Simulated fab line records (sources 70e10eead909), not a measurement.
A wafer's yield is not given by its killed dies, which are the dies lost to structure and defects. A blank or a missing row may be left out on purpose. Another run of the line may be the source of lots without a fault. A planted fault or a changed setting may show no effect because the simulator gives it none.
fab line records	flow nandHarc
record lots=6	wafers=18	lastDay=34
route steps=1302 shown A_CONTACT@1076 END@1302
lots untouched by any fault: they come from a run of this same line in which no faults occurred
startH: hours from the record's first day to the start of the lot's first wafer shown	waitH: hours from the lot's prior step to this one	" the same as in the row above	L1.1+2: a row that stands for several wafers	- no value, or no start was given	* or withheld: withheld	< > ~ a bound
route shown NAME@n: NAME is a module with steps in the file, n the number in the route of the first one	usual: the fault-free wafers' mean and standard deviation	same: alike in all rows	chamber/n: place in a boat	sites: each site's reading	_std_site: the standard deviation of these	_edge_site: inner sites' mean taken away from outer sites' mean	radiusMm: how far each site lies from the wafer's centre	mask NAME#n: copy n	behind: the last tool/chamber to shape the wafer	hold: what put the lot on hold/how long, in hours/how the hold closed	device: whichever transistor did not switch (one of n, p or np)	end of line: tests run on the same wafers once the route is complete	a step with no rows: only its recipe	killed: the dies lost at the first sort to structure and to defects; this is not the yield of the wafer	map: a wafer's dies, marking killed ones x, the rest . and places with no die _
set.NAME: setting as actually run; set.NAME@STEP: the setting as run at that earlier step	model.NAME: the simulator's own value behind a step, which no gauge read
a table for each step, a row for each wafer; lots at some steps of the route
services: the hour from which a tool's chamber was out of use, counted from the record's first day as startH (under 0 if before that day), plus the number of hours and why
## steps
# step NHARC_A_CONTACT_PEB_06
# recipe pebTempC=100	pebTimeS=65
# step NHARC_A_CONTACT_DEVELOP_07
# recipe developTimeS=35	devTempC=23
# step NHARC_A_CONTACT_CD_MEAS_08
# recipe targetCdNm=200	landingEnergyEv=500
# usual cdNm=200.2/0.58
# same landingEnergyEv=500
lot.wafer	tool	chamber	startH	waitH	cdNm
L135.3	cdSem-02	0	528.89	-	200.2
L135.4	"	0	"	"	199.4
L135.6	"	0	"	"	199.1
L139.1	cdSem-03	0	566.22	-	200.0
L139.3	"	0	"	"	200.9
L139.4	"	0	"	"	200.4
L153.2	cdSem-02	0	702.19	-	200.6
L153.3	"	0	"	"	199.1
L153.5	"	0	"	"	199.9
L155.2	cdSem-02	0	716.35	-	199.6
L155.3	"	0	"	"	199.5
L155.6	"	0	"	"	200.2
L154.2	cdSem-02	0	717.39	-	199.8
L154.5	"	0	"	"	199.2
L154.6	"	0	"	"	199.4
L157.1	cdSem-01	0	751.61	-	199.5
L157.3	"	0	"	"	200.5
L157.6	"	0	"	"	200.3
# step NHARC_A_CONTACT_OVL_MEAS_09
# usual overlayXNm=-0.1/0.8	overlayYNm=-0.3/1
lot.wafer	tool	chamber	startH	waitH	overlayXNm	overlayYNm
L135.3	overlay-01	-	528.98	-	1.2	-0.2
L135.4	"	-	"	"	0.6	0.1
L135.6	"	-	"	"	1.4	0.0
L139.1	overlay-02	-	566.30	-	-1.0	-1.0
L139.3	"	-	"	"	-0.3	-1.3
L139.4	"	-	"	"	-0.7	-1.2
L153.2	overlay-01	-	702.28	-	0.5	-0.9
L153.3	"	-	"	"	0.9	-1.1
L153.5	"	-	"	"	1.3	-1.3
L155.2	overlay-01	-	716.44	-	0.9	0.1
L155.3	"	-	"	"	0.5	0.1
L155.6	"	-	"	"	0.2	-0.8
L154.2	overlay-02	-	717.48	-	-0.3	0.2
L154.5	"	-	"	"	-1.5	0.2
L154.6	"	-	"	"	-0.9	0.2
L157.1	overlay-02	-	751.70	-	-0.3	-1.5
L157.3	"	-	"	"	0.6	-1.3
L157.6	"	-	"	"	-0.3	-0.7
# step NHARC_A_CONTACT_INSPECT_10
# usual rawDefectCount=87/38
lot.wafer	tool	chamber	startH	waitH	rawDefectCount
L135.3	defectInspect-01	-	529.02	0.0	95
L135.4	"	-	"	"	83
L135.6	"	-	"	"	112
L139.1	defectInspect-01	-	566.34	0.0	61
L139.3	"	-	"	"	70
L139.4	"	-	"	"	64
L153.2	defectInspect-01	-	702.31	0.0	134
L153.3	"	-	"	"	150
L153.5	"	-	"	"	153
L155.2	defectInspect-02	-	716.47	0.0	60
L155.3	"	-	"	"	72
L155.6	"	-	"	"	70
L154.2	defectInspect-02	-	717.52	0.0	72
L154.5	"	-	"	"	88
L154.6	"	-	"	"	78
L157.1	defectInspect-01	-	751.73	0.0	119
L157.3	"	-	"	"	131
L157.6	"	-	"	"	127
# step NHARC_A_CONTACT_DESCUM_13
# recipe timeS=3	o2FlowSccm=200	arFlowSccm=0	biasPowerW=0	chemistry=O2
# usual drypumpMotorCurrentA=5.8/0.47	o2FlowSccm=200.0/0.61	oesProductAu=1.002/0.0081	rfVppV=57.6/0.88	showerheadPlenumPTorr=1.88/0.085	throttleValvePct=11.310/0.0094
lot.wafer	tool	chamber	startH	waitH	drypumpMotorCurrentA	o2FlowSccm	oesProductAu	rfHoursCounterH	rfVppV	showerheadPlenumPTorr	throttleValvePct
L135.3	rieDiel-12	0	529.08	0.1	5.6	199.0	0.984	13	57.7	1.77	11.308
L135.6	"	0	"	"	5.6	199.0	0.997	-	58.1	1.77	11.308
L135.4	"	1	"	"	6.4	200.4	0.999	-	58.9	1.84	11.305
L139.1	rieDiel-12	3	566.40	0.1	6.4	199.4	1.003	19	57.1	1.88	11.309
L139.4	"	1	"	"	6.4	200.5	0.982	20	56.4	1.84	11.317
L139.3	"	2	"	"	5.2	200.1	0.991	15	56.6	1.91	11.312
L153.3	rieDiel-12	3	702.59	0.3	6.4	199.1	0.993	13	56.6	1.88	11.311
L153.2	"	1	"	"	6.4	199.7	0.986	12	56.2	1.83	11.297
L153.5	"	3	"	"	6.4	199.1	0.994	-	57.2	1.88	11.290
L155.2	rieDiel-10	0	716.53	0.1	5.6	200.8	0.999	50	58.1	1.86	11.326
L155.3	"	3	"	"	6.0	200.2	1.010	45	56.6	1.80	11.304
L155.6	"	0	"	"	5.6	199.8	1.006	-	57.4	1.86	11.308
L154.2	rieDiel-12	2	717.58	0.1	5.2	199.5	1.015	13	57.0	1.90	11.313
L154.5	"	2	"	"	5.2	200.1	1.002	-	58.2	1.90	11.303
L154.6	"	3	"	"	6.4	199.8	0.998	-	57.9	1.87	11.327
L157.1	rieDiel-12	0	751.81	0.1	5.6	199.0	1.011	21	57.7	2.07	11.332
L157.3	"	1	"	"	6.4	201.1	0.987	20	57.1	1.83	11.301
L157.6	"	2	"	"	5.2	200.3	0.998	-	58.6	1.90	11.311
# step NHARC_A_CONTACT_ETCH_88
# recipe targetDepthA=390	overEtchFrac=0.3	timeS=65	ionEnergyEv=80	cf4FlowSccm=150	arFlowSccm=0	rfW=300	biasW=100	chemistry=CF4
# step NHARC_A_CONTACT_ETCH_89
# recipe targetDepthA=2600	overEtchFrac=0.3	timeS=475.3	ionEnergyEv=200	n2FlowSccm=150	h2FlowSccm=150	arFlowSccm=0	rfW=400	biasW=150	chemistry=N2/H2
# step NHARC_A_CONTACT_ETCH_30
# recipe targetDepthA=726	timeS=36.3	cf4FlowSccm=100	chf3FlowSccm=30	arFlowSccm=0	rfW=500	biasW=200	chemistry=CF4/CHF3
# usual biasW=200.1/0.62	cf4FlowSccm=99.96/0.29	drypumpMotorCurrentA=5.9/0.47	oesProductAu=0.938/0.02	rfVppV=369.6/2.3	showerheadPlenumPTorr=1.55/0.067	throttleValvePct=16.803/0.0083
lot.wafer	tool	chamber	startH	waitH	biasW	cf4FlowSccm	drypumpMotorCurrentA	oesProductAu	rfHoursCounterH	rfVppV	showerheadPlenumPTorr	throttleValvePct
L135.3	rieDiel-12	3	-	-	200.7	100.15	6.4	0.929	13	370.5	1.55	16.806
L135.4	"	1	"	"	199.8	99.97	6.4	0.928	-	367.8	1.52	16.795
L135.6	"	0	"	"	200.1	99.90	5.6	0.917	-	366.8	1.46	16.800
L139.4	rieDiel-12	1	-	-	199.9	100.11	6.4	0.971	20	368.3	1.51	16.808
L139.1	"	2	"	"	200.5	99.66	5.2	0.973	16	370.0	1.57	16.800
L139.3	"	0	"	"	200.0	99.73	5.6	0.957	20	366.4	1.46	16.800
L153.2	rieDiel-12	3	-	-	198.7	100.21	6.4	0.926	13	370.9	1.54	16.800
L153.3	"	0	"	"	200.5	99.68	5.6	0.931	14	374.1	1.70	16.781
L153.5	"	1	"	"	199.6	100.36	6.4	0.924	-	369.6	1.51	16.798
L155.3	rieDiel-10	1	-	-	199.1	99.96	5.5	0.930	45	370.1	1.55	16.806
L155.2	"	3	"	"	200.0	99.66	6.0	0.935	46	369.0	1.49	16.798
L155.6	"	3	"	"	199.5	100.11	6.0	0.934	-	368.1	1.49	16.790
L154.2	rieDiel-12	3	-	-	200.1	100.17	6.3	0.921	14	370.6	1.54	16.806
L154.5	"	2	"	"	199.8	100.02	5.2	0.933	-	371.2	1.57	16.798
L154.6	"	3	"	"	200.6	99.97	6.3	0.924	-	369.7	1.54	16.802
L157.1	rieDiel-12	0	-	-	200.3	100.15	5.6	0.931	22	373.8	1.69	16.799
L157.3	"	2	"	"	199.7	99.98	5.1	0.927	22	371.7	1.56	16.804
L157.6	"	1	"	"	199.9	99.94	6.4	0.914	-	366.4	1.50	16.791
# step NHARC_A_CONTACT_ETCH_31
# recipe targetDepthA=28000	overEtchFrac=0.3	timeS=728	ionEnergyEv=150	o2FlowSccm=400	cosFlowSccm=20	arFlowSccm=0	rfW=500	biasW=300	chemistry=O2/COS
# usual biasW=299.9/0.87	chamberPressureMTorr=20.000/0.019	drypumpMotorCurrentA=5.9/0.47	o2FlowSccm=399.9/1.2	oesProductAu=1.001/0.0074	rfVppV=313.5/1.9	showerheadPlenumPTorr=3.07/0.13	throttleValvePct=28.329/0.0093
# same overEtchFrac=0.3
lot.wafer	tool	chamber	startH	waitH	biasW	chamberPressureMTorr	drypumpMotorCurrentA	o2FlowSccm	oesProductAu	rfHoursCounterH	rfVppV	showerheadPlenumPTorr	throttleValvePct
L135.3	rieDiel-12	0	-	-	301.3	20.010	5.6	400.5	1.008	14	309.7	2.90	28.325
L135.6	"	1	"	"	301.1	19.945	6.4	400.4	1.004	-	312.4	3.01	28.335
L135.4	"	0	"	"	299.2	19.970	5.6	399.3	1.008	-	310.3	2.90	28.324
L139.3	rieDiel-12	3	-	-	299.0	20.025	6.4	399.9	1.008	20	312.6	3.07	28.316
L139.1	"	0	"	"	298.6	20.028	5.6	399.0	1.004	20	310.0	2.89	28.340
L139.4	"	1	"	"	301.0	20.001	6.4	401.5	1.006	21	313.0	3.00	28.336
L153.2	rieDiel-12	1	-	-	300.9	20.010	6.4	398.7	0.991	12	313.3	2.99	28.336
L153.3	"	2	"	"	299.3	20.012	5.2	400.2	1.008	11	312.8	3.11	28.329
L153.5	"	0	"	"	300.6	20.002	5.6	399.2	1.000	-	316.6	3.37	28.328
L155.3	rieDiel-10	3	-	-	299.5	20.010	6.0	398.2	1.009	46	312.0	2.95	28.341
L155.2	"	0	"	"	300.2	19.963	5.6	398.2	1.014	51	313.3	3.04	28.335
L155.6	"	1	"	"	300.1	19.984	5.6	400.5	1.009	-	312.6	3.08	28.333
L154.2	rieDiel-12	1	-	-	300.3	20.028	6.4	398.9	1.002	14	313.5	2.99	28.335
L154.6	"	3	"	"	299.8	20.007	6.4	399.1	0.988	-	313.7	3.06	28.316
L154.5	"	0	"	"	299.2	19.974	5.6	400.2	1.000	-	317.7	3.36	28.335
L157.1	rieDiel-12	0	-	-	298.6	19.998	5.6	401.7	1.006	22	316.7	3.36	28.313
L157.3	"	1	"	"	300.6	19.983	6.4	399.3	0.996	21	313.1	2.99	28.331
L157.6	"	2	"	"	299.5	20.005	5.2	402.1	1.010	-	314.2	3.10	28.336
# step NHARC_A_CONTACT_ETCH_134
# recipe sourceW=withheld	pressureMtorr=20	biasV=withheld	timeS=140	targetDepthA=7000	arFlowSccm=withheld	c4f8FlowSccm=withheld	o2FlowSccm=withheld	chemistry=C4F8/O2/Ar
# step NHARC_A_CONTACT_ETCH_135
# recipe sourceW=withheld	pressureMtorr=20	biasV=1200	timeS=311	targetDepthA=19120	arFlowSccm=withheld	c4f8FlowSccm=withheld	o2FlowSccm=withheld	chemistry=C4F8/O2/Ar
# usual chamberPressureMTorr=19.998/0.019	oesAirLineAu=0.998/0.021
lot.wafer	tool	chamber	startH	waitH	chamberPressureMTorr	oesAirLineAu	rfHoursCounterH
L135.4	harCapEtch-03	0	531.54	0.2	19.997	1.011	-
L135.3	"	1	"	"	19.990	0.971	-
L135.6	"	1	"	"	19.983	0.987	-
L139.1	harCapEtch-02	1	567.73	0.2	19.987	1.015	98
L139.4	"	1	"	"	20.004	0.988	-
L139.3	"	0	"	"	19.999	0.982	-
L153.2	harCapEtch-03	0	703.97	0.2	20.037	1.034	77
L153.3	"	1	"	"	19.991	1.017	-
L153.5	"	1	"	"	20.013	0.959	-
L155.2	harCapEtch-03	0	718.19	0.2	19.974	0.993	78
L155.3	"	1	"	"	20.029	0.998	-
L155.6	"	0	"	"	19.990	1.000	-
L154.2	harCapEtch-02	1	718.96	0.2	19.998	1.028	126
L154.6	"	1	"	"	19.999	1.004	-
L154.5	"	0	"	"	19.999	1.006	-
L157.1	harCapEtch-02	0	753.12	0.2	20.047	0.982	132
L157.3	"	1	"	"	19.977	0.996	-
L157.6	"	0	"	"	19.998	1.000	-
# step NHARC_A_CONTACT_ETCH_136
# recipe sourceW=withheld	pressureMtorr=20	biasV=1200	timeS=311	targetDepthA=19120	arFlowSccm=withheld	c4f8FlowSccm=withheld	o2FlowSccm=withheld	chemistry=C4F8/O2/Ar
# usual chamberPressureMTorr=20.003/0.019	oesAirLineAu=0.998/0.021
lot.wafer	tool	chamber	startH	waitH	chamberPressureMTorr	oesAirLineAu	rfHoursCounterH
L135.4	harCapEtch-03	0	531.82	0.2	20.015	0.977	-
L135.3	"	1	"	"	20.013	0.986	-
L135.6	"	1	"	"	20.004	0.995	-
L139.1	harCapEtch-02	1	568.00	0.2	20.008	0.962	98
L139.4	"	1	"	"	19.936	0.973	-
L139.3	"	0	"	"	20.012	1.034	-
L153.2	harCapEtch-03	0	704.24	0.2	-	-	-
L153.3	"	1	"	"	-	-	-
L153.5	"	1	"	"	-	-	-
L155.2	harCapEtch-03	0	718.54	0.3	20.013	1.019	78
L155.3	"	1	"	"	19.984	0.992	-
L155.6	"	0	"	"	19.995	1.000	-
L154.2	harCapEtch-02	1	719.32	0.3	-	-	-
L154.6	"	1	"	"	-	-	-
L154.5	"	0	"	"	-	-	-
L157.1	harCapEtch-02	0	753.40	0.2	20.036	0.985	133
L157.3	"	1	"	"	20.023	1.040	-
L157.6	"	0	"	"	19.980	1.012	-
# step NHARC_A_CONTACT_ETCH_137
# recipe sourceW=withheld	pressureMtorr=20	biasV=1200	timeS=311	targetDepthA=19120	arFlowSccm=withheld	c4f8FlowSccm=withheld	o2FlowSccm=withheld	chemistry=C4F8/O2/Ar
# usual chamberPressureMTorr=20.002/0.018	oesAirLineAu=0.997/0.021
lot.wafer	tool	chamber	startH	waitH	chamberPressureMTorr	oesAirLineAu	rfHoursCounterH
L135.4	harCapEtch-03	0	532.09	0.2	19.984	1.021	-
L135.3	"	1	"	"	20.014	0.998	-
L135.6	"	1	"	"	19.988	0.982	-
L139.1	harCapEtch-02	1	568.27	0.2	19.986	0.962	98
L139.4	"	1	"	"	20.010	1.003	-
L139.3	"	0	"	"	20.007	0.984	-
L153.2	harCapEtch-03	0	704.51	0.2	19.991	1.029	77
L153.3	"	1	"	"	19.983	1.001	-
L153.5	"	1	"	"	19.982	0.970	-
L155.2	harCapEtch-03	0	718.81	0.2	20.034	0.969	78
L155.3	"	1	"	"	19.986	1.034	-
L155.6	"	0	"	"	20.003	0.988	-
L154.2	harCapEtch-02	1	719.68	0.3	19.988	0.997	127
L154.6	"	1	"	"	19.990	0.965	-
L154.5	"	0	"	"	20.023	1.021	-
L157.1	harCapEtch-02	0	753.67	0.2	20.000	0.980	133
L157.3	"	1	"	"	19.997	0.996	-
L157.6	"	0	"	"	19.990	0.973	-
# step NHARC_END_SORT_01
# recipe tempC=25
# usual killedAtArray=53/18	killedAtOther=0.8/1.1	killedAtPeriphery=4.1/2.7	killedDies=58/18	killedOpen=3.1/1.7	killedShort=2.7/1.7
# same grossDies=677
lot.wafer	tool	chamber	startH	waitH	killedAtArray	killedAtOther	killedAtPeriphery	killedDies	killedOpen	killedShort
L135.3	prober-01	0	601.66	3.1	42	0	10	52	4	7
L135.4	prober-01	0	602.45	3.4	63	4	5	72	6	4
L135.6	prober-01	0	604.05	4.0	48	1	5	54	1	2
L153.2	prober-01	0	753.66	2.8	676	0	1	677	1	1
L153.3	prober-01	0	754.45	3.1	672	1	4	677	3	5
L153.5	prober-01	0	756.02	3.7	671	0	6	677	4	2
L154.2	prober-01	0	771.59	2.8	671	0	6	677	4	1
L154.5	prober-01	0	774.00	3.7	673	1	3	677	4	5
L154.6	prober-01	0	774.81	4.0	675	0	2	677	5	3
# killed by level:class
L135.3 A_SLIT:chamberFilmFlake=16 A_CHANNEL_HOLE_D2:chamberFilmFlake=12 P_GATE:chamberFilmFlake=9 A_ONON_D2:geometricParticle:open=2 A_M0:geometricParticle:short=2 A_STAIRCASE:chamberFilmFlake=2 P_M0:geometricParticle:short=1 A_ONON_D1:geometricParticle:short=1
L135.4 A_CHANNEL_HOLE_D2:chamberFilmFlake=35 A_SLIT:chamberFilmFlake=17 A_CHANNEL_HOLE_D1:chamberFilmFlake=4 P_GATE:chamberFilmFlake=3 THIN_TSV:chamberFilmFlake=3 P_GATE:geometricParticle:open=1 P_M0:geometricParticle:open=1 A_ONON_D1:geometricParticle:short=1
L135.6 A_SLIT:chamberFilmFlake=26 A_CHANNEL_HOLE_D2:chamberFilmFlake=14 P_GATE:chamberFilmFlake=4 A_STAIRCASE:chamberFilmFlake=2 A_ONON_D1:geometricParticle:short=1 A_ONON_D2:geometricParticle:open=1 A_M0:geometricParticle:short=1 P_ZERO_WELL:chamberFilmFlake=1
L153.2 A_CONTACT:areaEtch=612 A_CHANNEL_HOLE_D2:chamberFilmFlake=28 A_SLIT:chamberFilmFlake=21 A_CHANNEL_HOLE_D1:chamberFilmFlake=11 A_SLIT:geometricParticle:short=1 A_BLC:geometricParticle:open=1 P_GATE:chamberFilmFlake=1 A_CHANNEL_FILL_D1:chamberFilmFlake=1
L153.3 A_CONTACT:areaEtch=579 A_CHANNEL_HOLE_D1:chamberFilmFlake=35 A_CHANNEL_HOLE_D2:chamberFilmFlake=28 A_SLIT:chamberFilmFlake=18 A_CONTACT:chamberFilmFlake=6 P_CONTACT:geometricParticle:open=1 P_M0:geometricParticle:open=1 P_M2:geometricParticle:short=1
L153.5 A_CONTACT:areaEtch=577 A_CHANNEL_HOLE_D1:chamberFilmFlake=35 A_CHANNEL_HOLE_D2:chamberFilmFlake=25 A_SLIT:chamberFilmFlake=24 A_CONTACT:chamberFilmFlake=5 P_M0:geometricParticle:open=2 A_ZERO_WELL:chamberFilmFlake=2 P_CONTACT:geometricParticle:open=1
L154.2 A_CONTACT:areaEtch=617 A_CHANNEL_HOLE_D2:chamberFilmFlake=22 A_CHANNEL_HOLE_D1:chamberFilmFlake=9 A_SLIT:chamberFilmFlake=9 A_CONTACT:chamberFilmFlake=6 A_WL_FILL:chamberFilmFlake=3 P_ZERO_WELL:chamberFilmFlake=2 P_M2:chamberFilmFlake=2
L154.5 A_CONTACT:areaEtch=608 A_CHANNEL_HOLE_D2:chamberFilmFlake=32 A_CHANNEL_HOLE_D1:chamberFilmFlake=14 A_CONTACT:chamberFilmFlake=4 A_SLIT:chamberFilmFlake=4 A_STAIRCASE:chamberFilmFlake=3 A_ONON_D1:geometricParticle:short=2 A_CHANNEL_FILL_D1:geometricParticle:short=2
L154.6 A_CONTACT:areaEtch=617 A_CHANNEL_HOLE_D1:chamberFilmFlake=20 A_CHANNEL_HOLE_D2:chamberFilmFlake=20 A_SLIT:chamberFilmFlake=5 A_CONTACT:chamberFilmFlake=4 A_CHANNEL_FILL_D1:geometricParticle:short=2 A_WL_FILL:chamberFilmFlake=2 P_STI:geometricParticle:open=1
# map L153.2 (x killed, . not)
____________x____________
_________xxxxxxx_________
_______xxxxxxxxxxx_______
______xxxxxxxxxxxxx______
_____xxxxxxxxxxxxxxx_____
____xxxxxxxxxxxxxxxxx____
____xxxxxxxxxxxxxxxxx____
___xxxxxxxxxxxxxxxxxxx___
___xxxxxxxxxxxxxxxxxxx___
__xxxxxxxxxxxxxxxxxxxxx__
__xxxxxxxxxxxxxxxxxxxxx__
_xxxxxxxxxxxxxxxxxxxxxxx_
_xxxxxxxxxxxxxxxxxxxxxxx_
_xxxxxxxxxxxxxxxxxxxxxxx_
_xxxxxxxxxxxxxxxxxxxxxxx_
_xxxxxxxxxxxxxxxxxxxxxxx_
xxxxxxxxxxxxxxxxxxxxxxxxx
xxxxxxxxxxxxxxxxxxxxxxxxx
xxxxxxxxxxxxxxxxxxxxxxxxx
xxxxxxxxxxxxxxxxxxxxxxxxx
xxxxxxxxxxxxxxxxxxxxxxxxx
_xxxxxxxxxxxxxxxxxxxxxxx_
_xxxxxxxxxxxxxxxxxxxxxxx_
_xxxxxxxxxxxxxxxxxxxxxxx_
_xxxxxxxxxxxxxxxxxxxxxxx_
_xxxxxxxxxxxxxxxxxxxxxxx_
__xxxxxxxxxxxxxxxxxxxxx__
__xxxxxxxxxxxxxxxxxxxxx__
___xxxxxxxxxxxxxxxxxxx___
___xxxxxxxxxxxxxxxxxxx___
____xxxxxxxxxxxxxxxxx____
____xxxxxxxxxxxxxxxxx____
_____xxxxxxxxxxxxxxx_____
______xxxxxxxxxxxxx______
_______xxxxxxxxxxx_______
_________xxxxxxx_________
____________x____________
# map L154.2 (x killed, . not)
____________x____________
_________xxxxxxx_________
_______xxxxxxxxxxx_______
______xxxxxxxxxxxxx______
_____xxxxxxxxxxxxxxx_____
____xxxxxxxxxxxxxxxxx____
____xxxxxxxxxxxxxxxxx____
___xxxxxxxxxxxxxxxxxxx___
___xxxxxxxxxxxxxxxxxxx___
__xxxxxxxxxxxxxxxxxxxxx__
__xxxxxxxxxxxxxxxxxxxxx__
_xxxxxxxxxxxxxxxxxxxxxxx_
_xxxxxxxxxxxxxxxxxxxxxxx_
_xxxxxxxxxxxxxxxxxxxxxxx_
_xxxxxxxxxxxxxxxxxxxxxxx_
_xxxxxxxxxxxxxxxxxxxxxxx_
xxxxxxxxxxxxxxxxxxxxxxxxx
xxxxxxxxxxxxxxxxxxxxxxxxx
xxxxxxxxxxxxxxxxxxxxxxxxx
xxxxxxxxxxxxxxxxxxxxxxxxx
xxxxxxxxxxxxxxxxxxxxxxxxx
_xxxxxxxxxxxxxxxxxxxxxxx_
_xxxxxxxxxxxxxxxxxxxxxxx_
_xxxxxxxxxxxxxxxxxxxxxxx_
_xxxxxxxxxxxxxxxxxxxxxxx_
_xxxxxxxxxxxxxxxxxxxxxxx_
__xxxxxxxxxxxxxxxxxxxxx__
__xxxxxxxxxxxxxxxxxxxxx__
___xxxxxxxxxxxxxxxxxxx___
___xxxxxxxxxxxxxxxxxxx___
____xxxxxxxxxxxxxxxxx____
____xxxxxxxxxxxxxxxxx____
_____xxxxxxxxxxxxxxx_____
______xxxxxxxxxxxxx______
_______xxxxxxxxxxx_______
_________xxxxxxx_________
____________x____________
## services
tool	chamber	startH	hours	kind
rieDiel-12	0	528.72	-	clean
rieDiel-12	1	528.72	-	clean
rieDiel-12	2	528.72	-	clean
rieDiel-12	3	528.72	-	clean
rieDiel-10	-	552.61	1.2	repair
rieDiel-12	0	553.22	-	clean
rieDiel-12	1	553.22	-	clean
rieDiel-12	2	553.22	-	clean
rieDiel-12	3	553.22	-	clean
rieDiel-12	0	577.73	-	clean
rieDiel-12	1	577.73	-	clean
rieDiel-12	2	577.73	-	clean
rieDiel-12	3	577.73	-	clean
rieDiel-10	-	597.98	9.0	pm
rieDiel-12	0	602.28	-	clean
rieDiel-12	1	602.28	-	clean
rieDiel-12	-	623.21	9.0	pm
rieDiel-10	1	655.03	5.8	repair
rieDiel-10	2	658.19	6.1	repair
rieDiel-10	2	711.88	7.7	repair
rieDiel-12	1	722.84	4.8	repair
rieDiel-10	1	725.70	2.9	repair
harCapEtch-02	-	736.90	0.4	repair
rieDiel-12	0	741.53	2.4	repair
## key
firstSign step=NHARC_A_CONTACT_ETCH_136	reading=toolRecord	direction=missing
effect step=NHARC_END_SORT_01	reading=killedDies	direction=up	sigmas=34	usual=58	struck=677
moreKillsBornAt NHARC_A_CONTACT_ETCH_136@harCapEtch-02=1842	NHARC_A_CONTACT_ETCH_136@harCapEtch-03=1768
metAt NHARC_A_CONTACT_ETCH_136
struckWafers L153.2,L153.3,L153.5,L154.2,L154.5,L154.6
laterRowsLeftOut L153.2,L153.3,L153.5,L154.2,L154.5,L154.6
testerLeftOut L153,L154
onsetBetween 568.00 704.24
fault kind=skippedStepWhole	tool=harCapEtch-02,harCapEtch-03	chamber=-	onsetH=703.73	steps=NHARC_A_CONTACT_ETCH_136	scope=struckLotsOnly
# testerLeftOut: of these lots the tester's yield and bins aren't shown, on N5 and GAA mostly nor the transistor test; their killed dies are dies lost to structure and defects alone, not to doping, threshold or leakage, so they don't give the yield
# laterRowsLeftOut: the simulator's readings of these wafers behind a module that went badly wrong aren't trusted and aren't shown, but for the sort
